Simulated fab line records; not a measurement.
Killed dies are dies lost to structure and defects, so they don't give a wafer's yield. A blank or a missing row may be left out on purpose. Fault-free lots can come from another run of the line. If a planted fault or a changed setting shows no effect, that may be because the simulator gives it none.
Commonality check across tools | flow nand harc | 1 lot, 3 wafers sampled

== REASON IT WAS OPENED ==
At NHARC_END_SORT_01 the reading killed at array is flagged on 1 of 1 lot. Fault-free wafers read 28, with a standard deviation of 8.6.
Rule: flag the lot when none of its wafers has a number, or when each of its wafers that has one lies beyond 4 standard deviations from that mean. The other lots count as sound.

lot  | measured     | on        | killed at array, wafer by wafer | flag
L769 | day 21 20:43 | prober-01 | 579 462 570                     | FLAGGED
On average the flagged lots' numbers are 537, which is +509 against the usual, or +59 standard deviations.

== TOOL THAT RAN EACH LOT ==
3 process steps preceding the reading are held in the record, out of 1159 steps in the route. Read each cell as the tool, then ch plus the chambers that the sampled wafers visited, then the start.
lot  | flag    | NHARC_A_STAIRCASE_CVD_552   | NHARC_A_BONDPAD_ETCH_24 | NHARC_THIN_TSV_DEP_47
L769 | FLAGGED | lpcvd-02 ch 0, day 14 14:56 | no row                  | no row
These steps, and what they do:
- NHARC_A_STAIRCASE_CVD_552: deposits SiNx, target thk 40 nm.
- NHARC_A_BONDPAD_ETCH_24: etches the open film in CF4/N2, target depth 30 nm, time 72.99 s.
- NHARC_THIN_TSV_DEP_47: deposits SiO2, target thk 200 nm.
- NHARC_END_SORT_01

== FLAGGED OVER TOTAL, TOOL BY TOOL (the gauges that took the reading come last) ==
step                      | tool      | lots run | flagged | share of the flagged lots | sound lots run after its first flagged lot
NHARC_A_STAIRCASE_CVD_552 | lpcvd-02  | 1        | 1       | all                       | 0
NHARC_END_SORT_01         | prober-01 | 1        | 1       | all                       | 0

== WHAT IS ALLOWED BY THE TABLE ==
In 2 table rows, all flagged lots were run: lpcvd-02 (NHARC_A_STAIRCASE_CVD_552), prober-01 (NHARC_END_SORT_01).
- lpcvd-02 at NHARC_A_STAIRCASE_CVD_552: 1 of its 1 lot flagged. With no sound lot run before its first flagged lot in this sample, there is nothing to narrow down the start.
- prober-01 at NHARC_END_SORT_01: 1 of its 1 lot flagged. With no sound lot run before its first flagged lot in this sample, there is nothing to narrow down the start.
Because each of these 2 tools fits a fault that began at some hour, counting lots does not separate them. More lots, or a look at what each step does to the wafer, might.

== WHAT THE SIMULATOR HAD INSERTED ==
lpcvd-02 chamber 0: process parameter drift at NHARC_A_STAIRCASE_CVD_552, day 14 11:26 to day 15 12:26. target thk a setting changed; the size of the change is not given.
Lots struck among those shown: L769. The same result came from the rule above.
